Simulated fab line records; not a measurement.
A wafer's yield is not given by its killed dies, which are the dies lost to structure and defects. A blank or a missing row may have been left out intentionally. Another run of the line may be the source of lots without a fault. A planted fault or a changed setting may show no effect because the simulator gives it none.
Lot-split experiment / flow n5 finfet / route with 1938 steps; 7 lots, 21 wafers read

THE SPLIT ITSELF
At N5_BEOL_M1_DESCUM_33 (chemistry O2, time 7 s), the setting time s was moved away from the recipe's 7 s on 7 of the 21 wafers read, by -20.7% to +16.1%. For the rest of the wafers, this setting stayed at what the recipe calls for.

FROM THE SPLIT TO THE READING: what the file shows between them, 3 steps
- N5_BEOL_M1_ETCH_77: etches underlayer in N2/H2, target depth 6.5 nm, time 5.2 s
- N5_BEOL_M1_ETCH_69: etches SiARC in CF4, target depth 15.6 nm, time 26 s
- N5_BEOL_M1_ALD_98: deposits SiO2, target thk 2.5 nm, pulse time 1 s, co reactant pulse time 1 s

THE READING
CAR-EUV_of_BEOL_M1_COAT_22.thk nm (the simulator's own value, which no gauge read), in nm, at N5_BEOL_M1_ETCHBACK_99 (etches SiO2 in CHF3, target depth 5 nm, time 10.4 s). No usual value for it is given in the file. The 14 wafers here that ran the recipe average 10.4 nm, standard deviation 0.13 nm.

wafer=L075.3; tool, chamber at the split=rie diel-02, 0; time s as run, s=8.128; against the recipe=+16.1%; CAR-EUV_of_BEOL_M1_COAT_22.thk nm, nm=9.8; against lot-mates on the recipe=-0.4
wafer=L075.6; tool, chamber at the split=rie diel-02, 0; time s as run, s=8.128; against the recipe=+16.1%; CAR-EUV_of_BEOL_M1_COAT_22.thk nm, nm=9.8; against lot-mates on the recipe=-0.4
wafer=L075.4; tool, chamber at the split=rie diel-02, 2; time s as run, s=7; against the recipe=recipe; CAR-EUV_of_BEOL_M1_COAT_22.thk nm, nm=10.2; against lot-mates on the recipe=-
wafer=L076.3; tool, chamber at the split=rie diel-05, 3,1,0; time s as run, s=7; against the recipe=recipe; CAR-EUV_of_BEOL_M1_COAT_22.thk nm, nm=10.6; against lot-mates on the recipe=-
wafer=L076.5; tool, chamber at the split=rie diel-05, 3,1,0; time s as run, s=7; against the recipe=recipe; CAR-EUV_of_BEOL_M1_COAT_22.thk nm, nm=10.4; against lot-mates on the recipe=-
wafer=L076.6; tool, chamber at the split=rie diel-05, 3,1,0; time s as run, s=7; against the recipe=recipe; CAR-EUV_of_BEOL_M1_COAT_22.thk nm, nm=10.4; against lot-mates on the recipe=-
wafer=L077.1; tool, chamber at the split=rie diel-01, 1; time s as run, s=5.958; against the recipe=-14.9%; CAR-EUV_of_BEOL_M1_COAT_22.thk nm, nm=11; against lot-mates on the recipe=+0.5
wafer=L077.2; tool, chamber at the split=rie diel-01, 0,2; time s as run, s=7; against the recipe=recipe; CAR-EUV_of_BEOL_M1_COAT_22.thk nm, nm=10.4; against lot-mates on the recipe=-
wafer=L077.3; tool, chamber at the split=rie diel-01, 0,2; time s as run, s=7; against the recipe=recipe; CAR-EUV_of_BEOL_M1_COAT_22.thk nm, nm=10.6; against lot-mates on the recipe=-
wafer=L080.2; tool, chamber at the split=rie diel-01, 1; time s as run, s=5.548; against the recipe=-20.7%; CAR-EUV_of_BEOL_M1_COAT_22.thk nm, nm=11.2; against lot-mates on the recipe=+0.8
wafer=L080.3; tool, chamber at the split=rie diel-01, 0,3; time s as run, s=7; against the recipe=recipe; CAR-EUV_of_BEOL_M1_COAT_22.thk nm, nm=10.4; against lot-mates on the recipe=-
wafer=L080.5; tool, chamber at the split=rie diel-01, 0,3; time s as run, s=7; against the recipe=recipe; CAR-EUV_of_BEOL_M1_COAT_22.thk nm, nm=10.4; against lot-mates on the recipe=-
wafer=L081.3; tool, chamber at the split=rie diel-05, 3,0; time s as run, s=7; against the recipe=recipe; CAR-EUV_of_BEOL_M1_COAT_22.thk nm, nm=10.2; against lot-mates on the recipe=-
wafer=L081.5; tool, chamber at the split=rie diel-05, 1; time s as run, s=7; against the recipe=recipe; CAR-EUV_of_BEOL_M1_COAT_22.thk nm, nm=10.2; against lot-mates on the recipe=-
wafer=L081.6; tool, chamber at the split=rie diel-05, 3,0; time s as run, s=7; against the recipe=recipe; CAR-EUV_of_BEOL_M1_COAT_22.thk nm, nm=10.2; against lot-mates on the recipe=-
wafer=L083.1; tool, chamber at the split=rie diel-02, 3,1; time s as run, s=8.041; against the recipe=+14.9%; CAR-EUV_of_BEOL_M1_COAT_22.thk nm, nm=9.8; against lot-mates on the recipe=-0.6
wafer=L083.3; tool, chamber at the split=rie diel-02, 3,1; time s as run, s=8.041; against the recipe=+14.9%; CAR-EUV_of_BEOL_M1_COAT_22.thk nm, nm=9.8; against lot-mates on the recipe=-0.6
wafer=L083.4; tool, chamber at the split=rie diel-02, 0; time s as run, s=7; against the recipe=recipe; CAR-EUV_of_BEOL_M1_COAT_22.thk nm, nm=10.4; against lot-mates on the recipe=-
wafer=L093.1; tool, chamber at the split=rie diel-02, 0; time s as run, s=8.04; against the recipe=+14.9%; CAR-EUV_of_BEOL_M1_COAT_22.thk nm, nm=9.8; against lot-mates on the recipe=-0.6
wafer=L093.4; tool, chamber at the split=rie diel-02, 2; time s as run, s=7; against the recipe=recipe; CAR-EUV_of_BEOL_M1_COAT_22.thk nm, nm=10.4; against lot-mates on the recipe=-
wafer=L093.5; tool, chamber at the split=rie diel-02, 3; time s as run, s=7; against the recipe=recipe; CAR-EUV_of_BEOL_M1_COAT_22.thk nm, nm=10.4; against lot-mates on the recipe=-
Where a row lists several chambers, the file gives one row for several wafers and doesn't say which wafer went through which chamber.

THE FIT
A straight line over all 21 wafers: CAR-EUV_of_BEOL_M1_COAT_22.thk nm changes by -0.0386 nm for each +1% of time s; r = -0.96; the points scatter about the line by 0.11 nm.
The same after taking each lot's own level away (the mean of its wafers on the recipe; 21 wafers): -0.0349 nm for each +1%; r = -0.97; scatter 0.081 nm.
According to that fit, moving time s by its largest amount changes the reading by 0.72 nm.
The span of the lots' own levels, 10.20 to 10.50 nm, comes to 2.3 times the standard deviation stated above.
Hence the slope depends on the lot-to-lot level, as the two fits are not the same.
Check: for one of the wafers moved furthest among these (-20.7%), held out of the fit, the line's prediction against its lot-mates is +0.693 nm. It came out at +0.8 nm against them.

THE WHOLE CHAIN: every reading that the file lists as answering this split, in the file's order
step=N5_BEOL_M1_DESCUM_33; what it does=chemistry O2, time 7 s; reading=CAR-EUV_of_BEOL_M1_COAT_22.thk nm (the simulator's own value, which no gauge read); change (the file's fit)=-0.0335 nm for each +1% of the setting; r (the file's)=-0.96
step=N5_BEOL_M1_ETCH_77; what it does=etches underlayer in N2/H2, target depth 6.5 nm, time 5.2 s; reading=CAR-EUV_of_BEOL_M1_COAT_22.thk nm (the simulator's own value, which no gauge read); change (the file's fit)=-0.0328 nm for each +1% of the setting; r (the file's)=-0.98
step=N5_BEOL_M1_ETCH_69; what it does=etches SiARC in CF4, target depth 15.6 nm, time 26 s; reading=CAR-EUV_of_BEOL_M1_COAT_22.thk nm (the simulator's own value, which no gauge read); change (the file's fit)=-0.0306 nm for each +1% of the setting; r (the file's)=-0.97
step=N5_BEOL_M1_ETCHBACK_99; what it does=etches SiO2 in CHF3, target depth 5 nm, time 10.4 s; reading=CAR-EUV_of_BEOL_M1_COAT_22.thk nm (the simulator's own value, which no gauge read); change (the file's fit)=-0.0357 nm for each +1% of the setting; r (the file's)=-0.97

FILE'S OWN FIT
CAR-EUV_of_BEOL_M1_COAT_22.thk nm changes by -0.0357 nm for each +1% of time s, r = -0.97.
